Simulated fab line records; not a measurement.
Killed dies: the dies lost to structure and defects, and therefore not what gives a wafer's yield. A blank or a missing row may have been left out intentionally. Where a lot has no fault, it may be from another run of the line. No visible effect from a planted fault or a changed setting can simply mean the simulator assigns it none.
fab line records	flow n5Finfet
record: lots: 7	wafers: 21
route steps=1938 shown BEOL_M4@1026 BEOL_M5@1129 BEOL_M6@1221 BEOL_M7@1305 BEOL_M10@1495
startH: hours from the record's first day to the start of the lot's first wafer shown	waitH: hours from the lot's prior step to this one	" as in the row above	L1.1+2: one row covering several wafers at once	- either no value or no given start	* or withheld: withheld	< > ~ a bound
route shown NAME@n: NAME is a module with steps in the file, n the number in the route of the first one	usual: average and standard deviation across the fault-free wafers	same: alike in all rows	chamber/n: place in a boat	sites: each site's reading	_std_site: their standard deviation	_edge_site: outer sites' mean less inner sites'	radiusMm: how far each site lies from the wafer's centre	mask NAME#n: copy n	behind: the tool/chamber that last shaped the wafer	hold: the reason the lot was held/the length of the hold in hours/how it ended	device: the n, p or np transistor that did not switch	end of line: tests of these same wafers at the route's end	a step given without rows: its recipe and nothing more	killed: dies that structure and defects cost at the first sort, which is not the same as the wafer's yield	map: a wafer's dies, x killed, . not, _ none there
set.NAME: setting as actually run; set.NAME@STEP: the setting as run at that earlier step	model.NAME: the simulator's own value behind a step, which no gauge read
lots whose settings were changed on purpose; a table a step, a row a wafer
== steps ==
step: N5_BEOL_M4_COAT_62
recipe: resist: SiARC	tempC: 220	timeS: 60	spinRpm: 1500	resistThkNm: 12
lot.wafer	tool	chamber	startH	waitH	set.spinRpm	model.SiARC_of_BEOL_M4_COAT_62.thkNm
L075.1+4+5	lithoTrack-04	0	-	-	1500	12
L077.2	lithoTrack-03	0	-	-	1500	12
L077.3	"	0	"	"	1579	11.6
L077.5	"	0	"	"	1579	11.8
L078.2+4+5	lithoTrack-04	0	-	-	1500	12
L083.2+6	lithoTrack-03	0	-	-	1500	12
L083.4	"	0	"	"	1598	11.6
L088.1+4+5	lithoTrack-04	0	-	-	1500	12
L090.3	lithoTrack-04	0	-	-	1636	11.4
L090.5	"	0	"	"	1636	11.6
L090.6	"	0	"	"	1500	12
L092.1	lithoTrack-04	0	-	-	1500	12
L092.2+5	"	0	"	"	1557	11.8
step: N5_BEOL_M4_COAT_73
recipe: resist: underlayer	tempC: 205	timeS: 60	spinRpm: 1500	resistThkNm: 5
step: N5_BEOL_M4_COAT_05
recipe: resist: CAR-EUV	spinRpm: 1500	resistThkNm: 30
step: N5_BEOL_M4_DESCUM_16
recipe: chemistry: O2	timeS: 7	sourcePowerW: 50	biasPowerW: 20	pressureMtorr: 20	rfFrequencyHz: 2.712e+07	tempC: 40	resist: CAR-EUV	o2FlowSccm: 225
step: N5_BEOL_M4_ETCH_74
recipe: chemistry: N2/H2	target: underlayer	targetDepthA: 65	maskMaterial: CAR-EUV	timeS: 5.2	ionEnergyEv: 200	pressureMtorr: 30	sourceW: 840	biasW: 150	n2FlowSccm: 200	h2FlowSccm: 200	ends: cleared
step: N5_BEOL_M4_ETCH_63
recipe: chemistry: CF4	target: SiARC	targetDepthA: 156	maskMaterial: CAR-EUV	timeS: 26	ionEnergyEv: 80	pressureMtorr: 40	sourceW: 545	biasW: 36	Ar_flow_sccm: 100	cf4FlowSccm: 100	ends: cleared
lot.wafer	tool	chamber	startH	waitH	set.spinRpm@BEOL_M4_COAT_62	model.etch.depthNm	model.CAR-EUV_of_BEOL_M4_COAT_05.thkNm
L075.1	rieDiel-02	1	157.85	0.0	1500	12.08	11.2
L075.4	"	2	"	"	1500	12.04	11.2
L075.5	"	3	"	"	1500	12.03	11.2
L077.2	rieDiel-06	2	170.01	0.0	1500	11.97	11.2
L077.3	"	3	"	"	1579	11.68	11.4
L077.5	"	2	"	"	1579	11.7	11.4
L078.2	rieDiel-06	0	174.48	0.0	1500	12.05	11.2
L078.4	"	3	"	"	1500	12.06	11
L078.5	"	3	"	"	1500	12.06	11.2
L083.2	rieDiel-01	3	221.43	0.0	1500	12.05	11.2
L083.4	"	0	"	"	1598	11.65	11.6
L083.6	"	0	"	"	1500	12.02	11.2
L088.1	rieDiel-01	3	253.25	0.0	1500	12.02	11.2
L088.4+5	"	2,0	"	"	1500	12.05	11.2
L090.3	rieDiel-01	0	257.24	0.0	1636	11.5	11.6
L090.5	"	3	"	"	1636	11.51	11.6
L090.6	"	2	"	"	1500	12.02	11.2
L092.1	rieDiel-06	2	267.65	0.0	1500	12.02	11
L092.2	"	1	"	"	1557	11.81	11.4
L092.5	"	0	"	"	1557	11.8	11.2
step: N5_BEOL_M4_ETCH_64
recipe: chemistry: N2/H2	target: SOC	targetDepthA: 750	overetchA: 225	maskMaterial: SiARC	tempC: 40	timeS: 121.9	ionEnergyEv: 200	pressureMtorr: 30	sourceW: 840	biasW: 150	n2FlowSccm: 200	h2FlowSccm: 200
lot.wafer	tool	chamber	startH	waitH	set.spinRpm@BEOL_M4_COAT_62	model.SiARC_of_BEOL_M4_COAT_62.thkNm
L075.1+4+5	rieDiel-02	1,2,3	157.88	0.0	1500	6.2
L077.2	rieDiel-06	2	170.04	0.0	1500	6.2
L077.3	"	3	"	"	1579	6
L077.5	"	2	"	"	1579	5.8
L078.2	rieDiel-06	0	174.51	0.0	1500	6.2
L078.4+5	"	3	"	"	1500	6.4
L083.2+6	rieDiel-01	3,0	221.46	0.0	1500	6.2
L083.4	"	0	"	"	1598	5.8
L088.1+5	rieDiel-01	3,0	253.28	0.0	1500	6.2
L088.4	"	2	"	"	1500	6.4
L090.3+5	rieDiel-01	0,3	257.27	0.0	1636	5.6
L090.6	"	2	"	"	1500	6.2
L092.1	rieDiel-06	2	267.68	0.0	1500	6.2
L092.2	"	1	"	"	1557	6.2
L092.5	"	0	"	"	1557	6
step: N5_BEOL_M5_DESCUM_16
recipe: chemistry: O2	timeS: 7	sourcePowerW: 50	biasPowerW: 20	pressureMtorr: 20	rfFrequencyHz: 2.712e+07	tempC: 40	resist: CAR-EUV	o2FlowSccm: 225
lot.wafer	tool	chamber	startH	waitH	set.timeS	model.CAR-EUV_of_BEOL_M5_COAT_05.thkNm
L075.1+4	rieDiel-03	1,2	173.30	0.1	6.03	26.6
L075.5	"	2	"	"	7	26.2
L078.2+4+5	rieDiel-04	3,2,0	191.37	0.1	7	26
L077.2+3	rieDiel-05	3,1	191.92	0.4	7	26
L077.5	"	2	"	"	7.907	25.8
L083.2+4	rieDiel-04	3,1	234.90	0.3	8.428	25.4
L083.6	"	3	"	"	7	26.2
L088.1	rieDiel-03	0	267.17	0.1	7	26.2
L088.4	"	2	"	"	5.81	26.8
L088.5	"	3	"	"	7	26
L090.3+5+6	rieDiel-05	0,0,3	267.25	0.0	7	26
L092.1+5	rieDiel-05	1,3	288.21	0.0	7	26
L092.2	"	0	"	"	5.758	26.6
step: N5_BEOL_M5_ETCH_72
recipe: chemistry: N2/H2	target: underlayer	targetDepthA: 65	maskMaterial: CAR-EUV	timeS: 5.2	ionEnergyEv: 200	pressureMtorr: 30	sourceW: 840	biasW: 150	n2FlowSccm: 200	h2FlowSccm: 200	ends: cleared
usual: etchRfOnTimeS: 5.18/0.089	rfVppV: 524.7/2.2
lot.wafer	tool	chamber	startH	waitH	set.sourceW	etchRfOnTimeS	rfVppV
L075.1	rieDiel-03	1	173.34	0.0	840	5.00	522.4
L075.4	"	2	"	"	840	5.08	522.8
L075.5	"	2	"	"	840	5.11	521.8
L078.2	rieDiel-04	3	191.41	0.0	840	5.32	523.0
L078.4	"	2	"	"	840	5.29	526.4
L078.5	"	0	"	"	840	5.17	526.3
L077.2	rieDiel-05	3	191.95	0.0	690.6	5.97	562.8
L077.3	"	1	"	"	840	5.26	526.2
L077.5	"	2	"	"	840	5.26	526.1
L083.2	rieDiel-04	3	234.93	0.0	840	5.34	520.8
L083.4	"	1	"	"	800.5	5.48	532.8
L083.6	"	3	"	"	840	5.38	524.8
L088.1	rieDiel-03	0	267.20	0.0	970.2	4.58	498.1
L088.4	"	2	"	"	970.2	4.53	499.1
L088.5	"	3	"	"	840	5.16	521.5
L090.3	rieDiel-05	0	267.28	0.0	840	5.23	524.9
L090.5	"	0	"	"	777.4	5.56	539.9
L090.6	"	3	"	"	777.4	5.46	540.9
L092.1	rieDiel-05	1	288.25	0.0	840	5.21	527.4
L092.2	"	0	"	"	840	5.29	524.0
L092.5	"	3	"	"	840	5.09	528.5
step: N5_BEOL_M6_COAT_22
recipe: resist: CAR-EUV	spinRpm: 1500	resistThkNm: 30
lot.wafer	tool	chamber	startH	waitH	set.spinRpm	model.CAR-EUV_of_BEOL_M6_COAT_22.thkNm
L075.1	lithoTrack-05	0	-	-	1500	30
L075.4+5	"	0	"	"	1500	30.2
L077.2	lithoTrack-04	0	-	-	1593	29.2
L077.3+5	"	0	"	"	1500	30
L078.2	lithoTrack-05	0	-	-	1500	30
L078.4+5	"	0	"	"	1500	30.2
L083.2+6	lithoTrack-01	0	-	-	1587	29.2
L083.4	"	0	"	"	1500	30
L088.1+4	lithoTrack-01	0	-	-	1500	29.8
L088.5	"	0	"	"	1577	29
L090.3+5	lithoTrack-05	0	-	-	1368	31.4
L090.6	"	0	"	"	1500	30
L092.1+2+5	lithoTrack-05	0	-	-	1500	30
step: N5_BEOL_M6_EXPOSE_25
recipe: maskId: V5	na: 0.33	sourceShape: annular	sigmaInner: 0.4	sigmaOuter: 0.8	polarization: unpolarized	targetCdNm: 40	doseMj: 45
lot.wafer	tool	chamber	startH	waitH	mask	set.doseMj
L075.1	euvScanner-01	0	190.07	-	V5#0	47.47
L075.4+5	"	0	"	"	V5#0	45
L077.2+5	euvScanner-02	0	206.07	-	V5#0	45
L077.3	"	0	"	"	V5#0	46.01
L078.2+4+5	euvScanner-01	0	214.67	-	V5#0	45
L083.2+6	euvScanner-01	0	251.35	-	V5#0	45
L083.4	"	0	"	"	V5#0	46.71
L088.1	euvScanner-01	0	282.80	-	V5#0	45
L088.4+5	"	0	"	"	V5#0	43.42
L090.3+5	euvScanner-02	0	286.80	-	V5#0	45
L090.6	"	0	"	"	V5#0	43.18
L092.1+2	euvScanner-02	0	305.10	-	V5#0	47.51
L092.5	"	0	"	"	V5#0	45
step: N5_BEOL_M6_PEB_26
recipe: pebTempC: 100	pebTimeS: 60	resist: CAR-EUV
step: N5_BEOL_M6_DEVELOP_27
recipe: developTimeS: 30	developer: TMAH	resist: CAR-EUV	rinseLiquid: surfactantRinse	dry: airSpin	devTempC: 23
step: N5_BEOL_M6_CD_MEAS_28
recipe: targetCdNm: 40	landingEnergyEv: 500	detector: seInlens
usual: cdNm: 40.01/0.23
lot.wafer	tool	chamber	startH	waitH	set.doseMj@BEOL_M6_EXPOSE_25	cdNm
L075.1	cdSem-02	0	190.20	-	47.47	40.93
L075.4	"	0	"	"	45	39.54
L075.5	"	0	"	"	45	39.35
L077.2	cdSem-03	0	206.20	-	45	40.07
L077.3	"	0	"	"	46.01	40.58
L077.5	"	0	"	"	45	39.75
L078.2	cdSem-02	0	214.79	-	45	39.89
L078.4	"	0	"	"	45	40.17
L078.5	"	0	"	"	45	39.55
L083.2	cdSem-01	0	251.48	-	45	40.30
L083.4	"	0	"	"	46.71	41.14
L083.6	"	0	"	"	45	40.33
L088.1	cdSem-03	0	282.94	-	45	40.19
L088.4	"	0	"	"	43.42	38.94
L088.5	"	0	"	"	43.42	38.98
L090.3	cdSem-01	0	286.93	-	45	40.03
L090.5	"	0	"	"	45	40.04
L090.6	"	0	"	"	43.18	39.22
L092.1	cdSem-03	0	305.24	-	47.51	41.20
L092.2	"	0	"	"	47.51	41.29
L092.5	"	0	"	"	45	39.86
step: N5_BEOL_M6_DESCUM_33
recipe: chemistry: O2	timeS: 7	sourcePowerW: 50	biasPowerW: 20	pressureMtorr: 20	rfFrequencyHz: 2.712e+07	tempC: 40	resist: CAR-EUV	o2FlowSccm: 225
lot.wafer	tool	chamber	startH	waitH	set.spinRpm@BEOL_M6_COAT_22	set.doseMj@BEOL_M6_EXPOSE_25	model.BEOL_M6.cdNm	model.CAR-EUV_of_BEOL_M6_COAT_22.thkNm
L075.1	rieDiel-01	2	190.72	0.4	1500	47.47	40.8	26.2
L075.4+5	"	3,0	"	"	1500	45	39.6	26.2
L077.2	rieDiel-06	0	206.32	0.0	1593	45	40.2	25.2
L077.3	"	1	"	"	1500	46.01	40.8	26
L077.5	"	2	"	"	1500	45	40.2	26.2
L078.2	rieDiel-01	0	214.92	0.0	1500	45	40	26
L078.4	"	3	"	"	1500	45	39.8	26.2
L078.5	"	1	"	"	1500	45	40	26.2
L083.2	rieDiel-02	1	251.62	0.1	1587	45	40.2	25.4
L083.4	"	2	"	"	1500	46.71	41	26.2
L083.6	"	2	"	"	1587	45	40.2	25.2
L088.1	rieDiel-01	1	283.06	0.0	1500	45	40	25.8
L088.4	"	2	"	"	1500	43.42	39.2	26
L088.5	"	2	"	"	1577	43.42	39.2	25.2
L090.3	rieDiel-06	2	287.05	0.0	1368	45	40.2	27.6
L090.5	"	3	"	"	1368	45	40	27.4
L090.6	"	0	"	"	1500	43.18	39.4	26
L092.1	rieDiel-06	3	305.36	0.0	1500	47.51	41.2	26
L092.2	"	0	"	"	1500	47.51	41	26.2
L092.5	"	1	"	"	1500	45	39.8	26.2
step: N5_BEOL_M6_ETCH_72
recipe: chemistry: N2/H2	target: underlayer	targetDepthA: 65	maskMaterial: CAR-EUV	timeS: 5.2	ionEnergyEv: 200	pressureMtorr: 30	sourceW: 840	biasW: 150	n2FlowSccm: 200	h2FlowSccm: 200	ends: cleared
lot.wafer	tool	chamber	startH	waitH	set.doseMj@BEOL_M6_EXPOSE_25	model.BEOL_M6.cdNm
L075.1	rieDiel-01	2	190.76	0.0	47.47	40.6
L075.4+5	"	3,0	"	"	45	39.6
L077.2+5	rieDiel-06	0,2	206.36	0.0	45	40.2
L077.3	"	1	"	"	46.01	40.6
L078.2+4	rieDiel-01	0,3	214.95	0.0	45	39.8
L078.5	"	1	"	"	45	40.2
L083.2+6	rieDiel-02	1,2	251.66	0.0	45	40.2
L083.4	"	2	"	"	46.71	41
L088.1	rieDiel-01	1	283.09	0.0	45	40
L088.4+5	"	2	"	"	43.42	39.2
L090.3	rieDiel-06	2	287.08	0.0	45	40.4
L090.5	"	3	"	"	45	40
L090.6	"	0	"	"	43.18	39.4
L092.1	rieDiel-06	3	305.39	0.0	47.51	41.2
L092.2	"	0	"	"	47.51	41
L092.5	"	1	"	"	45	39.8
step: N5_BEOL_M7_VIA_ETCH_34
recipe: chemistry: C4F6/O2	target: SiCOH_lowk	targetDepthA: 1255	maskMaterial: SOC	taperDeg: 4	timeS: 50.5	ionEnergyEv: 250	pressureMtorr: 30	sourceW: 345	biasW: 185	Ar_flow_sccm: 300	C4F6_flow_sccm: 10	O2_flow_sccm: 10
usual: rfVppV: 666/4.5
lot.wafer	tool	chamber	startH	waitH	set.sourceW	rfVppV	model.etch.depthNm
L075.1	rieDiel-04	2	199.81	0.0	345	664	125.3
L075.4	"	0	"	"	345	669	126.4
L075.5	"	1	"	"	345	666	123.3
L077.2	rieDiel-05	1	214.76	0.0	345	661	123.6
L077.3	"	2	"	"	301.2	720	117
L077.5	"	0	"	"	345	664	124
L078.2	rieDiel-03	2	222.52	0.0	345	663	125.9
L078.4	"	1	"	"	345	662	128.6
L078.5	"	0	"	"	345	664	125.6
L083.2	rieDiel-03	0	259.21	0.0	384.3	630	131.9
L083.4	"	2	"	"	345	662	128.3
L083.6	"	3	"	"	345	673	126.7
L088.1	rieDiel-03	1	290.15	0.0	345	662	127.3
L088.4	"	2	"	"	367.9	640	128.6
L088.5	"	2	"	"	345	662	125.6
L090.3	rieDiel-05	0	299.47	0.0	315.3	694	117.8
L090.5	"	0	"	"	345	664	123.1
L090.6	"	1	"	"	315.3	693	118.6
L092.1	rieDiel-04	3	311.44	0.0	345	660	123.3
L092.2	"	2	"	"	345	663	124.5
L092.5	"	0	"	"	345	668	126.2
step: N5_BEOL_M7_ETCH_41
recipe: chemistry: CH3F/O2	target: SiCN	targetDepthA: 319	taperDeg: 2	timeS: 57.8	ionEnergyEv: 120	maskMaterial: TiN	pressureMtorr: 30	sourceW: 395	biasW: 75	Ar_flow_sccm: 150	CH3F_flow_sccm: 30	O2_flow_sccm: 20
usual: rfVppV: 297.3/1.2
lot.wafer	tool	chamber	startH	waitH	set.biasW	rfVppV	model.etch.depthNm
L075.1	rieDiel-04	2	-	-	75	298.2	21.79
L075.4	"	0	"	"	75	298.7	22.15
L075.5	"	1	"	"	75	295.9	21.69
L077.2	rieDiel-05	1	-	-	68.82	282.6	21.14
L077.3	"	2	"	"	75	300.0	21.64
L077.5	"	0	"	"	68.82	281.6	21.02
L078.2	rieDiel-03	2	-	-	75	296.3	22.4
L078.4	"	1	"	"	75	295.9	22.53
L078.5	"	0	"	"	75	298.0	22.07
L083.2	rieDiel-03	0	-	-	63.56	267.5	20.54
L083.4	"	2	"	"	75	296.4	22.06
L083.6	"	3	"	"	75	297.1	21.91
L088.1	rieDiel-03	1	-	-	83.68	318.7	23.06
L088.4	"	2	"	"	83.68	317.0	22.88
L088.5	"	2	"	"	75	296.5	22.04
L090.3	rieDiel-05	0	-	-	75	296.4	21.67
L090.5	"	0	"	"	75	298.2	21.67
L090.6	"	1	"	"	83.28	319.2	22.37
L092.1	rieDiel-04	3	-	-	75	296.9	21.56
L092.2	"	2	"	"	75	297.8	21.6
L092.5	"	0	"	"	75	298.8	21.62
step: N5_BEOL_M10_COAT_64
recipe: resist: SiARC	tempC: 220	timeS: 60	spinRpm: 1500	resistThkNm: 30
lot.wafer	tool	chamber	startH	waitH	set.spinRpm	model.SiARC_of_BEOL_M10_COAT_64.thkNm
L075.1+5	lithoTrack-01	0	-	-	1397	31
L075.4	"	0	"	"	1500	30
L077.2	lithoTrack-03	0	-	-	1500	30.2
L077.3	"	0	"	"	1425	30.8
L077.5	"	0	"	"	1500	30
L078.2+5	lithoTrack-03	0	-	-	1500	29.8
L078.4	"	0	"	"	1500	30
L083.2+4	lithoTrack-02	0	-	-	1500	30
L083.6	"	0	"	"	1444	30.6
L088.1+4	lithoTrack-02	0	-	-	1500	30
L088.5	"	0	"	"	1617	29
L090.3	lithoTrack-01	0	-	-	1500	30
L090.5+6	"	0	"	"	1500	29.8
L092.1	lithoTrack-03	0	-	-	1395	31.4
L092.2+5	"	0	"	"	1500	30.2
== key ==
split: step: N5_BEOL_M4_COAT_62	setting: spinRpm	stated: 1500	by: wafer
response: step: N5_BEOL_M4_COAT_62	reading: model.SiARC_of_BEOL_M4_COAT_62.thkNm	change: -0.0568	per: 1%	r: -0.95
response: step: N5_BEOL_M4_ETCH_63	reading: model.etch.depthNm	change: -0.057	per: 1%	r: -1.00
response: step: N5_BEOL_M4_ETCH_63	reading: model.CAR-EUV_of_BEOL_M4_COAT_05.thkNm	change: +0.0505	per: 1%	r: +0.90
response: step: N5_BEOL_M4_ETCH_64	reading: model.SiARC_of_BEOL_M4_COAT_62.thkNm	change: -0.0599	per: 1%	r: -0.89
split: step: N5_BEOL_M5_DESCUM_16	setting: timeS	stated: 7	by: wafer
response: step: N5_BEOL_M5_DESCUM_16	reading: model.CAR-EUV_of_BEOL_M5_COAT_05.thkNm	change: -0.0341	per: 1%	r: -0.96
split: step: N5_BEOL_M5_ETCH_72	setting: sourceW	stated: 840	by: wafer
response: step: N5_BEOL_M5_ETCH_72	reading: etchRfOnTimeS	change: *	per: 1%	r: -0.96
response: step: N5_BEOL_M5_ETCH_72	reading: rfVppV	change: -1.84	per: 1%	r: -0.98
split: step: N5_BEOL_M6_COAT_22	setting: spinRpm	stated: 1500	by: wafer
response: step: N5_BEOL_M6_COAT_22	reading: model.CAR-EUV_of_BEOL_M6_COAT_22.thkNm	change: -0.148	per: 1%	r: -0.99
response: step: N5_BEOL_M6_DESCUM_33	reading: model.CAR-EUV_of_BEOL_M6_COAT_22.thkNm	change: -0.157	per: 1%	r: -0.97
split: step: N5_BEOL_M6_EXPOSE_25	setting: doseMj	stated: 45	by: wafer
response: step: N5_BEOL_M6_CD_MEAS_28	reading: cdNm	change: +0.257	per: 1%	r: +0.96
response: step: N5_BEOL_M6_DESCUM_33	reading: model.BEOL_M6.cdNm	change: +0.218	per: 1%	r: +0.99
response: step: N5_BEOL_M6_ETCH_72	reading: model.BEOL_M6.cdNm	change: +0.208	per: 1%	r: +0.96
split: step: N5_BEOL_M7_VIA_ETCH_34	setting: sourceW	stated: 345	by: wafer
response: step: N5_BEOL_M7_VIA_ETCH_34	reading: rfVppV	change: -3.79	per: 1%	r: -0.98
response: step: N5_BEOL_M7_VIA_ETCH_34	reading: model.etch.depthNm	change: +0.471	per: 1%	r: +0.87
split: step: N5_BEOL_M7_ETCH_41	setting: biasW	stated: 75	by: wafer
response: step: N5_BEOL_M7_ETCH_41	reading: rfVppV	change: +1.95	per: 1%	r: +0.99
response: step: N5_BEOL_M7_ETCH_41	reading: model.etch.depthNm	change: +0.0813	per: 1%	r: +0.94
split: step: N5_BEOL_M10_COAT_64	setting: spinRpm	stated: 1500	by: wafer
response: step: N5_BEOL_M10_COAT_64	reading: model.SiARC_of_BEOL_M10_COAT_64.thkNm	change: -0.147	per: 1%	r: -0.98
